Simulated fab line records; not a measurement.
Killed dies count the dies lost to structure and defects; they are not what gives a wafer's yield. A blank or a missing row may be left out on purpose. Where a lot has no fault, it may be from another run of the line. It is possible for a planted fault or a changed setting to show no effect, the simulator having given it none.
fab line records ; flow n5Finfet
record: lots: 4; wafers: 12; lastDay: 17
route steps=1938 shown MIM_BOT_LITHO@1858 MIM_BOT_ETCH@1866 PASS1_CAP@1873 TV_LITHO@1875 PASSIVATION@1936
lots that met no fault: from a run of the same line without faults
startH: hours from the record's first day to the start of the lot's first wafer shown ; waitH: how many hours have passed since the lot's step before this one ; " identical to the entry in the row above ; L1.1+2: a row that stands for several wafers ; - value missing, or start not given ; * or withheld: withheld ; < > ~ a bound
route shown NAME@n: names a module that has steps shown in the file, with the first one's number in the route ; usual: the fault-free wafers' mean and standard deviation ; same: alike in all rows ; chamber/n: place in a boat ; sites: readings site by site ; _std_site: standard deviation of those values ; _edge_site: inner sites' mean taken away from outer sites' mean ; radiusMm: for every site, how far away it sits from the centre of the wafer ; mask NAME#n: copy n ; behind: tool/chamber where the wafer was last shaped ; hold: the reason the lot was held/the length of the hold in hours/how it ended ; device: whichever transistor did not switch (one of n, p or np) ; end of line: tests run on the same wafers once the route is complete ; where a step has no rows: the recipe by itself ; killed: the dies lost at the first sort to structure and to defects; this is not the yield of the wafer ; map: a wafer's dies, marking killed ones x, the rest . and places with no die _
set.NAME: the run value of the setting; set.NAME@STEP: its run value at that earlier step ; model.NAME: the simulator's own value behind a step, which no gauge read
a table for each step, a row for each wafer; lots at some steps of the route
== steps ==
step: N5_MIM_BOT_LITHO_EXPOSE_05
recipe: maskId: MIM_BOT; na: 0.55; sourceShape: conventional; sigmaOuter: 0.8; polarization: unpolarized; doseMj: 24.25
step: N5_MIM_BOT_LITHO_PEB_06
recipe: pebTempC: withheld; pebTimeS: *
step: N5_MIM_BOT_LITHO_DEVELOP_07
recipe: developTimeS: 60; rinseLiquid: diw; dry: airSpin; devTempC: 21
step: N5_MIM_BOT_LITHO_HARDBAKE_09
recipe: tempC: 130; timeS: 120
step: N5_MIM_BOT_LITHO_DESCUM_10
recipe: chemistry: O2; timeS: 7.9; sourcePowerW: 50; biasPowerW: 20; pressureMtorr: 20; rfFrequencyHz: 2.712e+07; tempC: 40; o2FlowSccm: 225
step: N5_MIM_BOT_ETCH_ETCH_04
recipe: chemistry: CF4/O2; target: SiNx; targetDepthA: 260; timeS: 13; ionEnergyEv: 100; pressureMtorr: 40; sourceW: 535; biasW: 49; Ar_flow_sccm: 100; cf4FlowSccm: 100; O2_flow_sccm: 10
step: N5_MIM_BOT_ETCH_ETCH_03
recipe: chemistry: Cl2/BCl3; targetDepthA: 120; pressureMtorr: 8; icpW: 800; biasW: 100; Cl2_flow_sccm: 20; bcl3FlowSccm: 80
step: N5_MIM_BOT_ETCH_ETCH_00
recipe: chemistry: Cl2/BCl3; target: TiN; targetDepthA: 455; ionEnergyEv: 150; pressureMtorr: 10; icpW: 1000; biasW: 126; Cl2_flow_sccm: 53.25; bcl3FlowSccm: 21.75; Ar_flow_sccm: 25
step: N5_MIM_BOT_ETCH_STRIP_01
recipe: chemistry: O2; powerW: 600; tempC: 60; pressureMtorr: 30; rfFrequencyHz: 6e+07; biasPowerW: 0; overashFraction: 0.5; o2FlowSccm: 225
step: N5_MIM_BOT_ETCH_STRIP_02
recipe: chemistry: postEtchResidueRemover; timeS: 1200; tempC: 72.5
usual: bathGuardTempC: 72.5/0.51
same: timeS: 1200
lot.wafer;tool;chamber;startH;waitH;bathGuardTempC
L334.2;wetBench-01;2;327.11;-;71.7
L334.4;wetBench-01;6;327.11;-;71.6
L334.5;wetBench-01;5;327.11;-;72.2
L341.1;wetBench-01;3;359.51;-;72.2
L341.2;wetBench-01;4;359.51;-;72.1
L341.5;wetBench-01;0;359.51;-;73.2
L345.4;wetBench-01;6;383.23;-;72.4
L345.5;wetBench-01;1;383.23;-;72.5
L345.6;wetBench-01;0;383.23;-;73.4
L348.2;wetBench-04;5;395.91;-;73.1
L348.3;wetBench-04;3;395.91;-;72.9
L348.5;wetBench-04;4;395.91;-;71.8
step: N5_MIM_BOT_ETCH_CLEAN_05
recipe: chemistry: IPA; timeS: 180; tempC: 25
step: N5_MIM_BOT_ETCH_SRD_06
recipe: dry: ipaMarangoni; timeS: 30; tempC: 23; rinseLiquid: diw
step: N5_PASSIVATION_PECVD_55
recipe: material: SiO2; targetThkA: 4000; tempC: 400; precursor: SiH4/N2O; pressureTorr: 2.7; rfW: 608; timeS: 22.5
step: N5_PASSIVATION_PECVD_01
recipe: material: SiNx; targetThkA: 2000; tempC: 400; precursor: SiH4/NH3/N2; pressureTorr: 4.9; rfW: 1406; timeS: 43.2
step: N5_PASSIVATION_HMDS_03
recipe: timeS: 60; tempC: 120
step: N5_PASSIVATION_COAT_04
recipe: spinRpm: *; resistThkNm: *
step: N5_PASSIVATION_EBR_06
recipe: solvent: PGMEA; ebrWidthMm: 1.5
step: N5_PASSIVATION_SOFTBAKE_05
recipe: tempC: 100; timeS: 90
step: N5_PASSIVATION_EXPOSE_07
recipe: maskId: TV; na: 0.55; sourceShape: conventional; sigmaOuter: 0.8; polarization: unpolarized; defocusNm: 0; targetCdNm: 3000; doseMj: 22.75
step: N5_PASSIVATION_PEB_08
recipe: pebTempC: withheld; pebTimeS: *
step: N5_PASSIVATION_DEVELOP_09
recipe: developTimeS: 60; rinseLiquid: diw; dry: airSpin; devTempC: 21
step: N5_PASSIVATION_HARDBAKE_11
recipe: tempC: 130; timeS: 120
step: N5_PASSIVATION_INSPECT_61
recipe: mode: adi; inspectInstrument: macro
usual: rawDefectCount: 2.1/1.4
lot.wafer;tool;chamber;startH;waitH;rawDefectCount
L334.2;defectInspect-01;-;329.70;0.0;2
L334.4;defectInspect-01;-;329.70;0.0;0
L334.5;defectInspect-01;-;329.70;0.0;2
L341.1;defectInspect-01;-;366.86;0.0;>300
L341.2;defectInspect-01;-;366.86;0.0;>300
L341.5;defectInspect-01;-;366.86;0.0;>300
L345.4;defectInspect-01;-;386.22;0.0;>300
L345.5;defectInspect-01;-;386.22;0.0;>300
L345.6;defectInspect-01;-;386.22;0.0;>300
L348.2;defectInspect-02;-;397.54;0.0;3
L348.3;defectInspect-02;-;397.54;0.0;4
L348.5;defectInspect-02;-;397.54;0.0;1
step: N5_PASSIVATION_DESCUM_12
recipe: chemistry: O2; timeS: 7.9; sourcePowerW: 50; biasPowerW: 20; pressureMtorr: 20; rfFrequencyHz: 2.712e+07; tempC: 40; o2FlowSccm: 225
step: N5_PASSIVATION_PROBE_49
usual: defectLimitedYield: 91.4/1.5; killed_at_M0_to_M3: 33/11; killed_at_M4_up: 14/5.3; killedAtContacts: 13/6.2; killedAtFrontEnd: 39/13; killedAtOther: 3.1/2.8; killedDies: 102/17; killedOpen: 68/13; killedShort: 32/7.8; sort_bin_5_function: 5.1/0.95; sort_bin_6_memory: 3.2/0.7; sortNPass: 1078/18; sortYieldPct: 91.3/1.5
same: grossDies: 1180; killedAtBackSide: 0; sort_bin_4_leakage[%]: 0; sort_bin_8_speed[%]: 0
lot.wafer;tool;chamber;startH;waitH;defectLimitedYield[%];killed_at_M0_to_M3;killed_at_M4_up;killedAtContacts;killedAtFrontEnd;killedAtOther;killedDies;killedOpen;killedShort;sort_bin_5_function[%];sort_bin_6_memory[%];sortNPass;sortYieldPct[%]
L341.1;prober-01;-;373.06;0.0;80.0;15;14;16;70;121;236;80;36;11.8;3.9;944;80.0
L341.2;prober-01;-;373.11;0.1;81.4;20;8;15;40;136;219;49;33;11.5;4.0;961;81.4
L341.5;prober-01;-;373.26;0.2;82.1;31;10;21;38;111;211;74;36;10.8;4.4;969;82.1
L345.4;prober-01;-;394.76;0.2;83.4;16;10;8;31;131;196;45;23;10.9;3.9;984;83.4
L345.5;prober-01;-;394.81;0.2;82.7;37;14;15;37;101;204;55;48;11.4;3.3;976;82.7
L345.6;prober-01;-;394.86;0.3;84.2;25;13;10;35;104;187;55;37;9.5;3.7;993;84.2
killed by level:class
L341.1 MIM_BOT_ETCH:unspecified=120 STI_FIN_REVEAL:geometricParticle:open=28 MOL_CONTACT_COAG:geometricParticle:open=12 GATE_CUT:geometricParticle:short=10 GATE_CUT:geometricParticle:open=7 FIN_SAQP:geometricParticle:short=5 BEOL_M4:geometricParticle:open=5 FIN_SAQP:geometricParticle:open=4
L341.2 MIM_BOT_ETCH:unspecified=135 FIN_SAQP:geometricParticle:short=12 STI_FIN_REVEAL:geometricParticle:open=12 MOL_CONTACT_COAG:geometricParticle:open=9 MOL_CONTACT_COAG:geometricParticle:short=6 BEOL_M2:geometricParticle:open=6 BEOL_M4:geometricParticle:open=5 FIN_SAQP:geometricParticle:open=4
L341.5 MIM_BOT_ETCH:unspecified=101 MOL_CONTACT_COAG:geometricParticle:open=15 STI_FIN_REVEAL:geometricParticle:open=10 BEOL_M2:geometricParticle:open=10 BEOL_M3:geometricParticle:open=8 BEOL_M4:geometricParticle:open=7 GATE_CUT:geometricParticle:short=6 MOL_CONTACT_COAG:geometricParticle:short=6
L345.4 MIM_BOT_ETCH:unspecified=128 FIN_SAQP:geometricParticle:open=8 BEOL_M0_SAQP:geometricParticle:open=7 GATE_CUT:geometricParticle:short=5 STI_FIN_REVEAL:geometricParticle:open=4 MOL_CONTACT_COAG:geometricParticle:open=4 MOL_CONTACT_COAG:geometricParticle:short=4 BEOL_M0_SAQP:geometricParticle:short=4
L345.5 MIM_BOT_ETCH:unspecified=96 MOL_CONTACT_COAG:geometricParticle:open=10 BEOL_M0_SAQP:geometricParticle:short=10 BEOL_M0_SAQP:geometricParticle:open=8 FIN_SAQP:geometricParticle:short=5 MOL_CONTACT_COAG:geometricParticle:short=5 BEOL_M1:geometricParticle:short=5 BEOL_M3:geometricParticle:open=5
L345.6 MIM_BOT_ETCH:unspecified=94 BEOL_M0_SAQP:geometricParticle:open=10 ILD0:geometricParticle:open=7 GATE_CUT:geometricParticle:short=7 MOL_CONTACT_COAG:geometricParticle:open=7 BEOL_M4:geometricParticle:open=6 FIN_SAQP:geometricParticle:short=5 GATE_CUT:geometricParticle:open=5
map L341.1 (x killed, . not)
_________________..........x.________________
______________...........x......_____________
___________x.......x.xx.x.....x....__________
__________.xx.....x........x...x..x._________
________...x.........x..x....x.x.xxx.x_______
_______...x..x.....x.......x..xxxxxxxxx______
______x......x.............x.x.xxxxxxxxx_____
_____.........................xxxxxxxxxxx____
____.x.......x....x.........xxxxxxxxxxxxxx___
___................x.x...x..x.xxxxxxxxxxxxx__
___x......x......x..........xxxxxxxxxxxxxxx__
__.........xx..............x.xxxxxxxxxxxxxxx_
__...x.......................x.xxxxxxxxxxx.._
_...........x.........x..x.x..xxxxxxxxxx.x.x.
_..............x.............x.xxx.xxxx...x..
_............xxx............x.....xx.....x.x.
_....x.................x..........x.xx.......
_.x....x........x...x.x.x.x.......x..........
_...x....x............x.x......x..x..x...xx..
_.........x...........x.x.....x..............
_.......................x................x...
__..x....x.................x................_
__.....x..................x................._
___.......x............................x...__
___.x..............x.......................__
____..x.....x..x.xx....................x..___
_____....................................____
______........x........x.....x...x......_____
_______.....x.........x................______
________.............x...x.......x..x._______
__________.x........................_________
___________........x..............x__________
______________.......x.........._____________
_________________...x.x......________________
map L345.5 (x killed, . not)
_________________.....x..x...________________
______________..........x......._____________
___________...............x........__________
__________x.....x.........x......x.._________
________....x.....x...........x......._______
_______......x..............x....x.....______
______x........x...x.......x...x....x..._____
_____.....x..........x..x..........x.....____
____....x....x......x...x....xx.......x...___
___...............x........................__
___.......xx...x.........x.................__
__..x......x......xx...x.x...............xx._
__...x............................x.x.....x._
_...............................x...xxxxxxxxx
_.......x.........x.........x...x.xxx.xxxxxxx
_.............x.....xx.........x....xxxxxxxxx
_.x............................x...xxxxxxxxxx
_......x....x.x.x...........x....xxxxxxxxxxxx
_....x.....x........x..x.......x...xxxxxxxxxx
_...................x...........x.x.xxxxxxxxx
_.....................x..x......x....xxxxxxxx
__...................x..x..........x.xxxxxx._
__.......x..x....x....................xxxxxx_
___.....x...x.........x....x.x.....x..xxx.x__
___........x..............x...........xx...__
____.x.......x.............x.............x___
_____....x................x...x..........____
______..........x..........x............_____
_______...x.....x......................______
________.x..........x................._______
__________....x.......x...x........._________
___________x.......x...............__________
______________.....x............_____________
_________________...........x________________
== key ==
firstSign: step: N5_PASSIVATION_INSPECT_61; reading: rawDefectCount; direction: up; sigmas: 99+; usual: 2.1; struck: >300
effect: step: N5_PASSIVATION_PROBE_49; reading: killedAtOther; direction: up; sigmas: 41; usual: 3.1; struck: 117.3
moreKillsBornAt: N5_MIM_BOT_ETCH_STRIP_02@wetBench-01: 674
metAt N5_MIM_BOT_ETCH_STRIP_02
struckWafers L341.1,L341.2,L341.5,L345.4,L345.5,L345.6
onsetBetween 327.11 359.51
fault: kind: chamberParticleSource; tool: wetBench-01; chamber: -; onsetH: 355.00; steps: N5_MIM_BOT_ETCH_STRIP_02; ratePerVisitCm2: 1.0486; endH: 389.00
